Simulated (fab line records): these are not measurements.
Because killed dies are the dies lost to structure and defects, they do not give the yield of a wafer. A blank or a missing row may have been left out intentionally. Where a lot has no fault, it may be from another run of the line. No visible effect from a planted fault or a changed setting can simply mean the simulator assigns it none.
Chamber matching :: flow nand-harc :: NHARC_P_BONDPAD_CMP_19 on cmp-02 has 4 sister chambers
The step polishes, t overpolish 30 s, cu recess touch 16 s, target thk 160.81 nm. 4 wafers are shown with their chamber, then 6 later ones without.

## WAFERS, EACH WITH ITS CHAMBER
wafer: L164.3
chamber: 0
motor-current-A (A): 12.0

wafer: L169.2
chamber: 2
motor-current-A (A): 12.7

wafer: L172.2
chamber: 3
motor-current-A (A): 11.8

wafer: L172.3
chamber: 1
motor-current-A (A): 12.4

## WAFERS MISSING THEIR CHAMBER
wafer: L172.5
motor-current-A (A): 13.3

wafer: L175.2
motor-current-A (A): 12.9

wafer: L175.3
motor-current-A (A): 12.2

wafer: L181.2
motor-current-A (A): 11.9

wafer: L181.3
motor-current-A (A): 13.5

wafer: L181.6
motor-current-A (A): 13.5

## EACH ONE'S CHAMBER
wafer: L172.5
from the rows above: can't be placed: 2 or 1 or 0 or 3
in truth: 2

wafer: L175.2
from the rows above: can't be placed: 2 or 1 or 0 or 3
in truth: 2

wafer: L175.3
from the rows above: can't be placed: 0 or 1 or 3 or 2
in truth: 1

wafer: L181.2
from the rows above: can't be placed: 0 or 3 or 1 or 2
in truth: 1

wafer: L181.3
from the rows above: can't be placed: 2 or 1 or 0 or 3
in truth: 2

wafer: L181.6
from the rows above: can't be placed: 2 or 1 or 0 or 3
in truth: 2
Correct placement for 0 of the 6. These rows do not allow placing 6 (true chamber among the candidates in 6). Wrongly placed: 0.
How it was worked out, from the rows above alone: a wafer's distance from a chamber is the root of the sum, over the readings, of the square of ((its reading less the chamber's mean) divided by the reading's scatter). The wafer belongs to the nearest chamber; if the next one is less than 2 further off, it can't be placed. Each chamber's mean is taken over the wafers shown for it. The scatter (one wafer shown for each chamber): square how far every hidden wafer sits from the nearest shown wafer, average those squares and take the square root.
